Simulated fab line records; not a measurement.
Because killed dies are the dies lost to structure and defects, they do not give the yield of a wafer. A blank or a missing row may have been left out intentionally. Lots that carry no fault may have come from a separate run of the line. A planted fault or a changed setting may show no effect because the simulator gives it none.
fab line records	flow nand_harc
record: lots: 24	wafers: 72	last_day: 29
route steps=1159 shown A_CONTACT@901
lots that met no fault: taken from a fault-free run of the same line
start_h: start of the lot's first displayed wafer, in hours after the record's first day	wait_h: hours from the lot's prior step to this one	" the same as in the row above	L1.1+2: a single row standing in for several wafers	- no value, or no start was given	* or withheld: withheld	< > ~ a bound
route shown NAME@n: NAME is a module with steps in the file, n the number in the route of the first one	usual: the fault-free wafers' mean and standard deviation	same: alike in all rows	chamber/n: place in a boat	sites: readings site by site	_std_site: their standard deviation	_edge_site: mean of outer sites minus mean of inner sites	radius_mm: how far each site lies from the wafer's centre	mask NAME#n: copy n	behind: the last tool/chamber to shape the wafer	hold: what put the lot on hold/how long, in hours/how the hold closed	device: transistor that didn't switch, given as n, p or np	end of line: tests run on the same wafers once the route is complete	step lacking rows: just its recipe	killed: dies that structure and defects cost at the first sort, which is not the same as the wafer's yield	map: a wafer's dies, marking killed ones x, the rest . and places with no die _
set.NAME: the setting the step ran with; set.NAME@STEP: the setting that earlier step ran with	model.NAME: the simulator's own value behind a step, which no gauge read
a sample of lots followed through the steps of the route, with each step as a table and each wafer as a row
services: when a tool's chamber went out of use (start_h, in hours from the record's first day, below 0 if earlier), for how many hours, and the reason
== steps ==
step: NHARC_A_CONTACT_ETCH_76
recipe: target_depth_a: 2600	over_etch_frac: 0.3	time_s: 475.3	ion_energy_ev: 200	n2_flow_sccm: 150	h2_flow_sccm: 150	ar_flow_sccm: 0	rf_w: 400	bias_w: 150	chemistry: N2/H2
usual: drypump_motor_current_A: 5.8/0.58	oes_product_au: 0.995/0.007	rf_vpp_V: 430.5/2.5	showerhead_plenum_p_Torr: 2.04/0.088	throttle_valve_pct: 14.172/0.0095
lot.wafer	tool	chamber	start_h	wait_h	drypump_motor_current_A	oes_product_au	rf_hours_counter_h	rf_vpp_V	showerhead_plenum_p_Torr	throttle_valve_pct
L077.1	rie_diel-06	3	-	-	5.9	0.994	6	432.9	2.13	14.167
L077.4	"	2	"	"	5.3	1.000	6	427.4	1.91	14.174
L077.6	"	3	"	"	5.9	0.992	-	432.6	2.13	14.167
L078.3	rie_diel-05	1	-	-	6.1	0.986	41	429.2	1.98	14.185
L078.1	"	0	"	"	5.2	0.986	49	431.0	2.03	14.173
L078.6	"	0	"	"	5.2	0.988	-	428.3	2.03	14.171
L076.1	rie_diel-05	0	-	-	5.3	0.984	53	430.8	2.03	14.189
L076.2	"	2	"	"	6.5	0.998	50	433.5	2.10	14.180
L076.6	"	0	"	"	5.2	0.996	-	430.6	2.03	14.169
L074.1	rie_diel-05	0	-	-	5.3	0.986	54	431.4	2.03	14.173
L074.6	"	0	"	"	5.3	0.987	-	428.7	2.03	14.186
L074.5	"	1	"	"	6.1	0.998	-	430.6	1.98	14.178
L075.1	rie_diel-06	3	-	-	5.9	1.003	10	433.3	2.13	14.168
L075.2	"	0	"	"	6.7	1.003	10	431.0	2.08	14.178
L075.5	"	3	"	"	5.9	0.997	-	432.8	2.13	14.168
L082.1	rie_diel-06	0	-	-	6.7	0.981	13	429.9	2.08	14.176
L082.2	"	1	"	"	5.0	0.993	13	432.0	2.17	14.157
L082.5	"	0	"	"	6.7	0.994	-	431.1	2.08	14.176
L080.4	rie_diel-05	3	-	-	5.5	0.989	55	428.1	1.93	14.145
L080.5	"	0	"	"	5.3	0.992	-	428.7	2.03	14.162
L080.6	"	1	"	"	6.1	1.000	-	428.7	1.98	14.182
L079.4	rie_diel-06	1	-	-	5.0	0.993	15	435.0	2.17	14.177
L079.5	"	3	"	"	5.9	1.012	-	432.2	2.13	14.179
L079.6	"	0	"	"	6.7	0.990	-	430.9	2.08	14.184
L081.2	rie_diel-04	3	-	-	5.1	0.984	3	434.9	2.17	14.172
L081.3	"	1	"	"	5.4	0.996	4	430.4	2.05	14.150
L081.6	"	2	"	"	6.5	0.996	-	430.4	2.04	14.166
L084.4	rie_diel-05	1	-	-	6.0	1.004	56	429.2	1.98	14.164
L084.2	"	2	"	"	6.5	0.998	61	431.4	2.10	14.161
L084.5	"	3	"	"	5.5	0.996	-	426.5	1.93	14.179
L083.3	rie_diel-06	3	-	-	5.9	0.999	16	432.2	2.13	14.178
L083.2	"	1	"	"	5.0	0.998	16	434.0	2.17	14.171
L083.5	"	0	"	"	6.7	0.986	-	431.8	2.08	14.162
L087.1	rie_diel-05	0	-	-	5.2	1.005	70	431.3	2.02	14.179
L087.2	"	1	"	"	6.1	1.017	60	429.9	1.97	14.162
L087.6	"	2	"	"	6.4	0.996	-	431.6	2.10	14.165
L085.2	rie_diel-06	2	-	-	5.3	1.004	19	427.5	1.91	14.173
L085.1	"	3	"	"	5.9	1.001	20	433.2	2.13	14.179
L085.6	"	0	"	"	6.8	0.995	-	430.8	2.08	14.153
L088.1	rie_diel-05	3	-	-	5.5	0.995	69	427.4	1.93	14.190
L088.2	"	0	"	"	5.3	0.997	75	430.2	2.02	14.174
L088.4	"	1	"	"	6.1	0.993	66	428.9	1.97	14.171
L089.2	rie_diel-06	1	-	-	5.0	0.996	20	433.8	2.17	14.157
L089.4	"	0	"	"	6.7	1.004	21	430.8	2.08	14.179
L089.5	"	1	"	"	5.0	1.000	-	433.9	2.17	14.166
L093.1	rie_diel-04	1	-	-	5.4	0.986	20	430.1	2.05	14.170
L093.2	"	2	"	"	6.5	0.995	20	431.2	2.04	14.158
L093.6	"	0	"	"	6.4	1.001	-	427.8	1.93	14.179
L092.2	rie_diel-04	0	-	-	6.4	1.008	20	427.4	1.93	14.159
L092.1	"	1	"	"	5.4	0.996	21	428.5	2.05	14.163
L092.6	"	0	"	"	6.4	1.003	-	427.4	1.93	14.163
L091.4	rie_diel-06	0	-	-	6.7	0.994	25	430.5	2.07	14.158
L091.5	"	1	"	"	5.0	0.984	-	433.2	2.17	14.188
L091.6	"	2	"	"	5.3	1.003	-	427.1	1.91	14.181
L095.2	rie_diel-05	3	-	-	5.5	0.988	2	427.5	1.93	14.171
L095.4	"	2	"	"	6.4	0.993	2	431.9	2.10	14.158
L095.5	"	0	"	"	5.2	0.994	-	429.4	2.02	14.170
L094.3	rie_diel-05	0	-	-	5.3	0.980	4	430.6	2.02	14.195
L094.1	"	1	"	"	6.1	0.990	4	428.7	1.97	14.174
L094.6	"	0	"	"	5.3	0.990	-	429.4	2.02	14.177
L090.2	rie_diel-06	0	-	-	6.7	0.999	26	432.2	2.07	14.167
L090.1	"	2	"	"	5.3	1.000	25	426.5	1.91	14.173
L090.6	"	0	"	"	6.7	0.983	-	431.2	2.07	14.171
L086.1	rie_diel-05	1	-	-	6.1	0.993	8	428.7	1.97	14.165
L086.3	"	2	"	"	6.5	1.002	8	432.3	2.09	14.183
L086.5	"	3	"	"	5.5	0.992	-	428.2	1.92	14.175
L097.1	rie_diel-05	0	-	-	5.2	0.999	16	431.1	2.02	14.192
L097.2	"	1	"	"	6.1	0.982	14	427.0	1.97	14.173
L097.6	"	2	"	"	6.5	0.998	-	431.0	2.09	14.182
L096.4	rie_diel-06	1	-	-	5.0	0.986	30	433.2	2.17	14.168
L096.1	"	3	"	"	5.9	0.989	30	432.9	2.12	14.178
L096.5	"	1	"	"	5.0	0.993	-	434.0	2.17	14.182
step: NHARC_A_CONTACT_ETCH_126
recipe: source_w: withheld	pressure_mtorr: 20	bias_v: 1200	time_s: 155	target_depth_a: 9560	ar_flow_sccm: withheld	c4f8_flow_sccm: withheld	o2_flow_sccm: withheld	chemistry: C4F8/O2/Ar
lot.wafer	tool	chamber	start_h	wait_h	rf_hours_counter_h
L077.1	har_cap_etch-01	1	454.20	0.1	57
L077.4	"	1	"	"	-
L077.6	"	0	"	"	-
L078.1	har_cap_etch-03	0	456.54	0.1	82
L078.3	"	0	"	"	-
L078.6	"	1	"	"	-
L076.1	har_cap_etch-01	1	464.37	0.1	60
L076.2	"	0	"	"	60
L076.6	"	0	"	"	-
L074.1	har_cap_etch-03	1	465.55	0.1	85
L074.6	"	0	"	"	-
L074.5	"	1	"	"	-
L075.1	har_cap_etch-03	1	470.00	0.1	87
L075.2	"	0	"	"	87
L075.5	"	1	"	"	-
L082.1	har_cap_etch-02	1	476.04	0.1	19
L082.2	"	0	"	"	19
L082.5	"	1	"	"	-
L080.4	har_cap_etch-01	0	476.89	0.2	-
L080.6	"	0	"	"	-
L080.5	"	1	"	"	-
L079.4	har_cap_etch-02	1	484.93	0.1	-
L079.5	"	1	"	"	-
L079.6	"	0	"	"	-
L081.2	har_cap_etch-01	1	486.85	0.1	65
L081.3	"	0	"	"	-
L081.6	"	0	"	"	-
L084.2	har_cap_etch-01	0	491.88	0.1	67
L084.4	"	1	"	"	-
L084.5	"	0	"	"	-
L083.2	har_cap_etch-03	1	493.74	0.2	92
L083.3	"	1	"	"	-
L083.5	"	1	"	"	-
L087.1	har_cap_etch-01	1	502.78	0.1	70
L087.2	"	0	"	"	70
L087.6	"	0	"	"	-
L085.2	har_cap_etch-03	0	518.28	0.1	96
L085.1	"	1	"	"	96
L085.6	"	1	"	"	-
L088.1	har_cap_etch-02	1	518.32	0.1	27
L088.2	"	0	"	"	27
L088.4	"	1	"	"	-
L089.2	har_cap_etch-03	0	521.13	0.1	97
L089.4	"	0	"	"	-
L089.5	"	0	"	"	-
L093.2	har_cap_etch-03	1	528.09	0.1	100
L093.1	"	0	"	"	100
L093.6	"	0	"	"	-
L092.2	har_cap_etch-01	1	532.35	0.1	76
L092.1	"	0	"	"	76
L092.6	"	0	"	"	-
L091.4	har_cap_etch-03	0	532.37	0.1	-
L091.5	"	0	"	"	-
L091.6	"	1	"	"	-
L095.2	har_cap_etch-02	1	533.49	0.1	32
L095.4	"	0	"	"	-
L095.5	"	1	"	"	-
L094.1	har_cap_etch-01	1	537.30	0.1	78
L094.3	"	1	"	"	-
L094.6	"	1	"	"	-
L090.2	har_cap_etch-02	1	537.88	0.1	33
L090.1	"	0	"	"	33
L090.6	"	0	"	"	-
L086.1	har_cap_etch-01	0	549.51	0.1	81
L086.3	"	1	"	"	-
L086.5	"	0	"	"	-
L097.2	har_cap_etch-01	0	560.48	0.1	84
L097.1	"	1	"	"	84
L097.6	"	0	"	"	-
L096.1	har_cap_etch-03	0	564.38	0.1	0
L096.4	"	0	"	"	-
L096.5	"	1	"	"	-
step: NHARC_A_CONTACT_ETCH_129
recipe: source_w: withheld	pressure_mtorr: 20	bias_v: 1200	time_s: 155	target_depth_a: 9560	ar_flow_sccm: withheld	c4f8_flow_sccm: withheld	o2_flow_sccm: withheld	chemistry: C4F8/O2/Ar
lot.wafer	tool	chamber	start_h	wait_h	rf_hours_counter_h
L077.1	har_cap_etch-01	1	454.62	0.1	58
L077.4	"	1	"	"	-
L077.6	"	0	"	"	-
L078.1	har_cap_etch-03	0	456.96	0.1	83
L078.3	"	0	"	"	-
L078.6	"	1	"	"	-
L076.1	har_cap_etch-01	1	464.80	0.1	60
L076.2	"	0	"	"	60
L076.6	"	0	"	"	-
L074.1	har_cap_etch-03	1	465.98	0.1	85
L074.6	"	0	"	"	-
L074.5	"	1	"	"	-
L075.1	har_cap_etch-03	1	470.42	0.1	87
L075.2	"	0	"	"	87
L075.5	"	1	"	"	-
L082.1	har_cap_etch-02	1	476.46	0.1	19
L082.2	"	0	"	"	19
L082.5	"	1	"	"	-
L080.4	har_cap_etch-01	0	477.46	0.2	-
L080.6	"	0	"	"	-
L080.5	"	1	"	"	-
L079.4	har_cap_etch-02	1	485.36	0.1	-
L079.5	"	1	"	"	-
L079.6	"	0	"	"	-
L081.2	har_cap_etch-01	1	487.27	0.1	66
L081.3	"	0	"	"	-
L081.6	"	0	"	"	-
L084.2	har_cap_etch-01	0	492.31	0.1	67
L084.4	"	1	"	"	-
L084.5	"	0	"	"	-
L083.2	har_cap_etch-03	1	494.49	0.2	93
L083.3	"	1	"	"	-
L083.5	"	1	"	"	-
L087.1	har_cap_etch-01	1	503.20	0.1	70
L087.2	"	0	"	"	70
L087.6	"	0	"	"	-
L085.2	har_cap_etch-03	0	518.70	0.1	96
L085.1	"	1	"	"	96
L085.6	"	1	"	"	-
L088.1	har_cap_etch-02	1	518.74	0.1	27
L088.2	"	0	"	"	27
L088.4	"	1	"	"	-
L089.2	har_cap_etch-03	0	521.55	0.1	97
L089.4	"	0	"	"	-
L089.5	"	0	"	"	-
L093.2	har_cap_etch-03	1	528.52	0.1	100
L093.1	"	0	"	"	100
L093.6	"	0	"	"	-
L092.2	har_cap_etch-01	1	532.78	0.1	77
L092.1	"	0	"	"	77
L092.6	"	0	"	"	-
L091.4	har_cap_etch-03	0	532.80	0.1	-
L091.5	"	0	"	"	-
L091.6	"	1	"	"	-
L095.2	har_cap_etch-02	1	533.91	0.1	32
L095.4	"	0	"	"	-
L095.5	"	1	"	"	-
L094.1	har_cap_etch-01	1	537.73	0.1	78
L094.3	"	1	"	"	-
L094.6	"	1	"	"	-
L090.2	har_cap_etch-02	1	538.31	0.1	34
L090.1	"	0	"	"	34
L090.6	"	0	"	"	-
L086.1	har_cap_etch-01	0	549.94	0.1	81
L086.3	"	1	"	"	-
L086.5	"	0	"	"	-
L097.2	har_cap_etch-01	0	560.90	0.1	85
L097.1	"	1	"	"	85
L097.6	"	0	"	"	-
L096.1	har_cap_etch-03	0	564.80	0.1	1
L096.4	"	0	"	"	-
L096.5	"	1	"	"	-
step: NHARC_A_CONTACT_ETCH_89
recipe: target_depth_a: 2600	over_etch_frac: 0.3	time_s: 475.3	ion_energy_ev: 200	n2_flow_sccm: 150	h2_flow_sccm: 150	ar_flow_sccm: 0	rf_w: 400	bias_w: 150	chemistry: N2/H2
usual: drypump_motor_current_A: 5.8/0.59	oes_product_au: 0.996/0.0088	rf_vpp_V: 430.7/2.6	showerhead_plenum_p_Torr: 2.05/0.091	throttle_valve_pct: 14.169/0.0081
lot.wafer	tool	chamber	start_h	wait_h	drypump_motor_current_A	oes_product_au	rf_hours_counter_h	rf_vpp_V	showerhead_plenum_p_Torr	throttle_valve_pct
L077.1	rie_diel-06	2	-	-	5.3	1.010	8	427.8	1.91	14.174
L077.4	"	1	"	"	5.0	1.002	9	434.1	2.17	14.159
L077.6	"	2	"	"	5.3	1.015	-	426.5	1.91	14.167
L078.3	rie_diel-05	0	-	-	5.2	0.994	55	431.6	2.03	14.186
L078.1	"	1	"	"	6.1	0.999	47	429.9	1.98	14.183
L078.6	"	3	"	"	5.5	0.988	-	429.4	1.93	14.163
L074.1	rie_diel-05	1	-	-	6.1	1.003	52	428.6	1.98	14.163
L074.6	"	3	"	"	5.5	0.999	-	426.0	1.93	14.166
L074.5	"	0	"	"	5.2	0.995	-	429.6	2.03	14.180
L076.1	rie_diel-05	1	-	-	6.1	0.995	53	428.6	1.98	14.166
L076.2	"	2	"	"	6.5	0.993	56	431.5	2.10	14.184
L076.6	"	1	"	"	6.0	1.001	-	429.2	1.98	14.170
L075.2	rie_diel-06	2	-	-	5.3	1.001	14	426.2	1.91	14.166
L075.1	"	0	"	"	6.7	0.992	14	432.7	2.08	14.146
L075.5	"	2	"	"	5.3	1.012	-	426.8	1.91	14.167
L082.2	rie_diel-04	2	-	-	6.5	0.993	5	430.2	2.04	14.171
L082.1	"	0	"	"	6.4	1.011	4	427.3	1.93	14.166
L082.5	"	2	"	"	6.4	1.006	-	430.3	2.04	14.164
L080.4	rie_diel-04	1	-	-	5.4	1.001	5	431.6	2.05	14.174
L080.5	"	3	"	"	5.1	0.985	-	434.1	2.17	14.173
L080.6	"	0	"	"	6.4	1.001	-	427.8	1.93	14.162
L079.4	rie_diel-06	1	-	-	5.0	1.000	17	433.9	2.17	14.179
L079.5	"	2	"	"	5.3	0.998	-	427.5	1.91	14.176
L079.6	"	3	"	"	5.8	0.999	-	432.7	2.13	14.186
L081.3	rie_diel-05	3	-	-	5.5	0.999	62	427.2	1.93	14.171
L081.2	"	0	"	"	5.3	0.998	68	430.4	2.02	14.166
L081.6	"	1	"	"	6.1	0.999	-	428.1	1.98	14.169
L084.2	rie_diel-06	3	-	-	5.9	0.995	17	432.1	2.13	14.177
L084.4	"	2	"	"	5.3	1.017	17	426.8	1.91	14.168
L084.5	"	0	"	"	6.7	0.980	-	431.4	2.08	14.178
L083.3	rie_diel-04	0	-	-	6.4	1.009	9	427.9	1.93	14.177
L083.2	"	1	"	"	5.4	0.993	10	430.9	2.05	14.165
L083.5	"	3	"	"	5.1	1.001	-	434.0	2.17	14.170
L087.2	rie_diel-06	3	-	-	5.9	1.005	18	434.4	2.13	14.166
L087.1	"	2	"	"	5.3	1.021	18	426.3	1.91	14.181
L087.6	"	3	"	"	5.9	1.005	-	432.9	2.13	14.165
L088.2	rie_diel-06	1	-	-	5.0	0.983	23	432.7	2.17	14.165
L088.4	"	2	"	"	5.3	1.007	22	426.8	1.91	14.173
L088.1	"	3	"	"	5.9	0.982	23	433.5	2.13	14.161
L085.2	rie_diel-06	0	-	-	6.7	0.993	24	430.5	2.07	14.176
L085.1	"	2	"	"	5.3	1.000	23	426.3	1.91	14.172
L085.6	"	1	"	"	5.0	0.993	-	435.0	2.17	14.169
L089.4	rie_diel-05	1	-	-	6.1	0.986	0	429.6	1.97	14.169
L089.2	"	3	"	"	5.5	0.982	0	426.6	1.93	14.167
L089.5	"	1	"	"	6.1	0.984	-	429.5	1.97	14.184
L093.1	rie_diel-05	3	-	-	5.5	1.000	3	427.5	1.93	14.162
L093.2	"	2	"	"	6.5	1.006	3	432.9	2.09	14.176
L093.6	"	3	"	"	5.5	0.987	-	427.5	1.93	14.170
L091.4	rie_diel-06	1	-	-	5.0	0.990	26	433.8	2.17	14.158
L091.6	"	0	"	"	6.7	1.001	-	431.9	2.07	14.173
L091.5	"	1	"	"	5.0	0.999	-	433.7	2.17	14.179
L092.2	rie_diel-04	1	-	-	5.4	0.994	27	430.5	2.04	14.155
L092.1	"	2	"	"	6.5	0.998	28	431.3	2.04	14.161
L092.6	"	3	"	"	5.1	0.999	-	434.8	2.17	14.177
L095.2	rie_diel-04	2	-	-	6.4	1.008	28	429.9	2.04	14.166
L095.4	"	1	"	"	5.4	0.997	27	430.9	2.04	14.177
L095.5	"	3	"	"	5.1	1.004	-	433.8	2.17	14.168
L094.3	rie_diel-06	2	-	-	5.3	1.002	27	427.1	1.91	14.155
L094.1	"	3	"	"	5.9	0.984	27	432.8	2.13	14.171
L094.6	"	0	"	"	6.7	0.987	-	431.8	2.07	14.180
L090.2	rie_diel-05	1	-	-	6.1	0.993	7	429.4	1.97	14.179
L090.1	"	3	"	"	5.5	0.985	8	427.2	1.92	14.159
L090.6	"	2	"	"	6.4	0.994	-	432.3	2.09	14.173
L086.3	rie_diel-06	3	-	-	5.9	0.991	29	432.7	2.12	14.178
L086.1	"	0	"	"	6.7	0.990	30	430.1	2.07	14.173
L086.5	"	2	"	"	5.3	0.999	-	426.9	1.91	14.172
L097.2	rie_diel-06	2	-	-	5.3	1.002	31	427.0	1.91	14.173
L097.1	"	3	"	"	5.9	1.000	31	432.8	2.12	14.174
L097.6	"	1	"	"	5.0	0.991	-	433.4	2.17	14.166
L096.1	rie_diel-05	3	-	-	5.5	0.984	19	426.9	1.92	14.176
L096.5	"	0	"	"	5.3	0.993	-	428.4	2.01	14.183
L096.4	"	2	"	"	6.5	0.996	-	430.9	2.09	14.165
step: NHARC_A_CONTACT_ETCH_31
recipe: target_depth_a: 20000	over_etch_frac: 0.3	time_s: 520	ion_energy_ev: 150	o2_flow_sccm: 400	cos_flow_sccm: 20	ar_flow_sccm: 0	rf_w: 500	bias_w: 300	chemistry: O2/COS
usual: drypump_motor_current_A: 5.8/0.59	oes_product_au: 0.995/0.0077	rf_vpp_V: 314.2/2	showerhead_plenum_p_Torr: 3.13/0.12	throttle_valve_pct: 28.330/0.0089
lot.wafer	tool	chamber	start_h	wait_h	drypump_motor_current_A	oes_product_au	rf_hours_counter_h	rf_vpp_V	showerhead_plenum_p_Torr	throttle_valve_pct
L077.1	rie_diel-06	0	-	-	6.8	0.999	9	315.5	3.18	28.321
L077.4	"	1	"	"	5.0	1.002	9	317.1	3.31	28.341
L077.6	"	3	"	"	5.8	0.995	-	316.7	3.25	28.329
L078.1	rie_diel-05	3	-	-	5.5	0.990	51	312.4	2.97	28.348
L078.3	"	2	"	"	6.5	0.994	53	314.1	3.21	28.341
L078.6	"	0	"	"	5.3	0.980	-	312.6	3.11	28.321
L074.1	rie_diel-05	0	-	-	5.3	0.979	61	314.0	3.10	28.320
L074.5	"	3	"	"	5.5	0.984	-	312.3	2.97	28.333
L074.6	"	0	"	"	5.3	0.986	-	314.4	3.10	28.321
L076.2	rie_diel-05	1	-	-	6.1	0.999	53	312.2	3.03	28.320
L076.1	"	3	"	"	5.5	0.999	55	313.3	2.97	28.326
L076.6	"	1	"	"	6.1	0.998	-	312.1	3.03	28.324
L075.1	rie_diel-06	0	-	-	6.7	1.002	15	314.8	3.18	28.349
L075.2	"	1	"	"	5.0	0.994	15	318.4	3.31	28.331
L075.5	"	1	"	"	5.0	0.998	-	317.0	3.31	28.312
L082.1	rie_diel-04	1	-	-	5.4	0.996	5	313.6	3.14	28.345
L082.2	"	3	"	"	5.1	0.988	4	316.6	3.31	28.334
L082.5	"	1	"	"	5.4	1.004	-	314.7	3.14	28.321
L080.4	rie_diel-04	3	-	-	5.1	0.997	5	316.0	3.31	28.331
L080.6	"	0	"	"	6.4	0.998	-	311.4	2.97	28.340
L080.5	"	1	"	"	5.4	0.996	-	315.2	3.14	28.329
L079.4	rie_diel-06	3	-	-	5.9	0.995	17	315.9	3.25	28.327
L079.5	"	0	"	"	6.7	0.987	-	314.9	3.17	28.331
L079.6	"	1	"	"	5.0	0.997	-	317.1	3.31	28.324
L081.3	rie_diel-05	1	-	-	6.1	1.007	59	312.8	3.03	28.332
L081.2	"	0	"	"	5.2	1.000	68	312.3	3.10	28.334
L081.6	"	2	"	"	6.4	0.996	-	315.4	3.21	28.336
L084.4	rie_diel-06	1	-	-	5.0	1.000	18	316.8	3.31	28.327
L084.2	"	3	"	"	5.9	0.996	17	314.8	3.25	28.335
L084.5	"	0	"	"	6.7	0.990	-	315.7	3.17	28.325
L083.2	rie_diel-04	1	-	-	5.4	0.987	10	315.2	3.14	28.338
L083.3	"	0	"	"	6.4	1.002	9	312.7	2.97	28.345
L083.5	"	1	"	"	5.4	0.991	-	314.4	3.14	28.336
L087.1	rie_diel-06	1	-	-	5.0	0.995	19	316.6	3.31	28.336
L087.2	"	0	"	"	6.7	0.983	19	313.9	3.17	28.330
L087.6	"	1	"	"	5.0	1.002	-	317.7	3.31	28.334
L088.1	rie_diel-06	0	-	-	6.7	0.986	24	314.0	3.17	28.304
L088.2	"	1	"	"	5.0	0.987	23	316.2	3.30	28.319
L088.4	"	2	"	"	5.3	0.993	23	311.0	2.94	28.323
L085.1	rie_diel-06	3	-	-	5.9	0.996	24	314.4	3.24	28.334
L085.2	"	2	"	"	5.3	1.009	23	311.2	2.94	28.333
L085.6	"	3	"	"	5.9	0.998	-	314.2	3.24	28.325
L089.2	rie_diel-05	3	-	-	5.5	0.995	0	313.2	2.96	28.332
L089.4	"	0	"	"	5.2	0.985	0	312.6	3.10	28.329
L089.5	"	3	"	"	5.5	0.993	-	311.6	2.96	28.338
L093.2	rie_diel-05	2	-	-	6.4	1.002	3	316.0	3.20	28.333
L093.1	"	0	"	"	5.2	0.982	3	313.1	3.09	28.329
L093.6	"	1	"	"	6.2	0.985	-	312.6	3.03	28.316
L091.4	rie_diel-06	1	-	-	5.0	1.003	27	318.1	3.30	28.328
L091.5	"	2	"	"	5.3	0.995	-	311.2	2.94	28.338
L091.6	"	3	"	"	5.9	0.988	-	315.8	3.24	28.327
L092.1	rie_diel-04	0	-	-	6.4	0.998	26	313.1	2.96	28.348
L092.2	"	2	"	"	6.4	1.002	28	314.3	3.12	28.331
L092.6	"	1	"	"	5.4	1.000	-	314.3	3.13	28.322
L095.4	rie_diel-04	0	-	-	6.4	1.003	27	312.6	2.96	28.335
L095.2	"	2	"	"	6.4	1.007	28	314.1	3.12	28.326
L095.5	"	0	"	"	6.4	1.005	-	311.6	2.96	28.326
L094.1	rie_diel-06	3	-	-	5.9	0.987	27	316.6	3.24	28.335
L094.3	"	0	"	"	6.7	0.982	28	315.2	3.17	28.321
L094.6	"	2	"	"	5.3	1.005	-	311.5	2.93	28.335
L090.2	rie_diel-05	1	-	-	6.1	0.983	7	313.8	3.02	28.314
L090.1	"	0	"	"	5.3	0.997	8	312.5	3.09	28.340
L090.6	"	2	"	"	6.5	0.997	-	316.4	3.20	28.324
L086.1	rie_diel-06	0	-	-	6.7	0.991	30	315.5	3.17	28.321
L086.3	"	1	"	"	5.0	0.985	29	315.0	3.30	28.340
L086.5	"	2	"	"	5.3	1.007	-	311.6	2.93	28.339
L097.1	rie_diel-06	1	-	-	5.0	0.980	32	317.2	3.30	28.319
L097.2	"	2	"	"	5.3	1.001	31	310.3	2.93	28.325
L097.6	"	1	"	"	5.0	0.996	-	316.6	3.30	28.340
L096.1	rie_diel-05	3	-	-	5.5	0.985	19	311.6	2.95	28.329
L096.4	"	3	"	"	5.5	0.993	-	310.3	2.95	28.329
L096.5	"	0	"	"	5.3	0.986	-	312.9	3.09	28.331
step: NHARC_A_CONTACT_ETCH_139
recipe: source_w: withheld	pressure_mtorr: 20	bias_v: 400	time_s: 137	target_depth_a: 5900	ar_flow_sccm: withheld	c4f8_flow_sccm: 11.5	o2_flow_sccm: 7.2	chemistry: C4F8/O2/Ar
lot.wafer	tool	chamber	start_h	wait_h	rf_hours_counter_h
L077.1	har_cap_etch-02	1	465.44	0.1	15
L077.4	"	0	"	"	-
L077.6	"	0	"	"	-
L078.1	har_cap_etch-03	0	469.42	0.1	86
L078.3	"	0	"	"	-
L078.6	"	1	"	"	-
L074.1	har_cap_etch-03	0	474.78	0.1	88
L074.5	"	0	"	"	-
L074.6	"	1	"	"	-
L076.2	har_cap_etch-03	1	475.70	0.1	89
L076.1	"	0	"	"	89
L076.6	"	1	"	"	-
L075.2	har_cap_etch-01	1	480.98	0.1	65
L075.1	"	0	"	"	65
L075.5	"	1	"	"	-
L082.2	har_cap_etch-03	0	488.09	0.1	92
L082.1	"	1	"	"	92
L082.5	"	1	"	"	-
L080.4	har_cap_etch-02	1	489.70	0.1	-
L080.6	"	1	"	"	-
L080.5	"	0	"	"	-
L079.4	har_cap_etch-02	1	495.02	0.2	-
L079.6	"	0	"	"	-
L079.5	"	1	"	"	-
L081.2	har_cap_etch-01	1	495.77	0.1	68
L081.3	"	0	"	"	-
L081.6	"	1	"	"	-
L084.2	har_cap_etch-01	0	498.56	0.1	69
L084.4	"	1	"	"	-
L084.5	"	0	"	"	-
L083.2	har_cap_etch-02	1	501.48	0.1	25
L083.3	"	0	"	"	-
L083.5	"	0	"	"	-
L087.1	har_cap_etch-03	1	510.20	0.1	95
L087.2	"	0	"	"	95
L087.6	"	0	"	"	-
L088.1	har_cap_etch-02	0	527.72	0.1	30
L088.2	"	1	"	"	30
L088.4	"	0	"	"	-
L085.1	har_cap_etch-01	0	528.02	0.1	75
L085.2	"	1	"	"	75
L085.6	"	1	"	"	-
L089.2	har_cap_etch-02	1	529.14	0.1	30
L089.4	"	0	"	"	-
L089.5	"	1	"	"	-
L093.2	har_cap_etch-03	1	536.36	0.1	103
L093.1	"	0	"	"	103
L093.6	"	1	"	"	-
L091.4	har_cap_etch-01	0	542.74	0.1	-
L091.6	"	0	"	"	-
L091.5	"	1	"	"	-
L092.1	har_cap_etch-02	1	543.45	0.1	35
L092.2	"	0	"	"	35
L092.6	"	0	"	"	-
L095.2	har_cap_etch-03	1	544.10	0.1	104
L095.4	"	0	"	"	-
L095.5	"	0	"	"	-
L094.1	har_cap_etch-01	1	546.44	0.1	80
L094.3	"	1	"	"	-
L094.6	"	1	"	"	-
L090.1	har_cap_etch-02	0	548.16	0.1	36
L090.2	"	1	"	"	36
L090.6	"	0	"	"	-
L086.1	har_cap_etch-02	0	558.86	0.1	39
L086.3	"	0	"	"	-
L086.5	"	1	"	"	-
L097.2	har_cap_etch-03	1	567.73	0.1	2
L097.1	"	0	"	"	2
L097.6	"	1	"	"	-
L096.1	har_cap_etch-02	0	572.62	0.1	43
L096.4	"	1	"	"	-
L096.5	"	0	"	"	-
== services ==
tool	chamber	start_h	hours	kind
rie_diel-05	3	449.53	12.9	repair
rie_diel-06	0	452.19	-	clean
rie_diel-06	1	452.19	-	clean
rie_diel-06	2	452.19	-	clean
rie_diel-06	3	452.19	-	clean
rie_diel-04	3	461.57	8.7	repair
rie_diel-04	-	466.00	9.0	pm
har_cap_etch-01	-	467.90	0.2	repair
rie_diel-06	0	476.71	-	clean
rie_diel-06	1	476.71	-	clean
rie_diel-06	2	476.71	-	clean
rie_diel-06	3	476.71	-	clean
rie_diel-05	1	481.75	4.3	repair
rie_diel-06	0	501.21	-	clean
rie_diel-06	1	501.21	-	clean
rie_diel-06	2	501.21	-	clean
rie_diel-06	3	501.21	-	clean
rie_diel-05	-	518.18	9.0	pm
rie_diel-06	0	525.95	-	clean
rie_diel-06	1	525.95	-	clean
har_cap_etch-03	-	545.00	17.0	pm
rie_diel-04	-	566.05	0.4	repair
rie_diel-05	1	567.24	5.5	repair
rie_diel-04	0	570.01	2.7	repair
== key ==
fault none
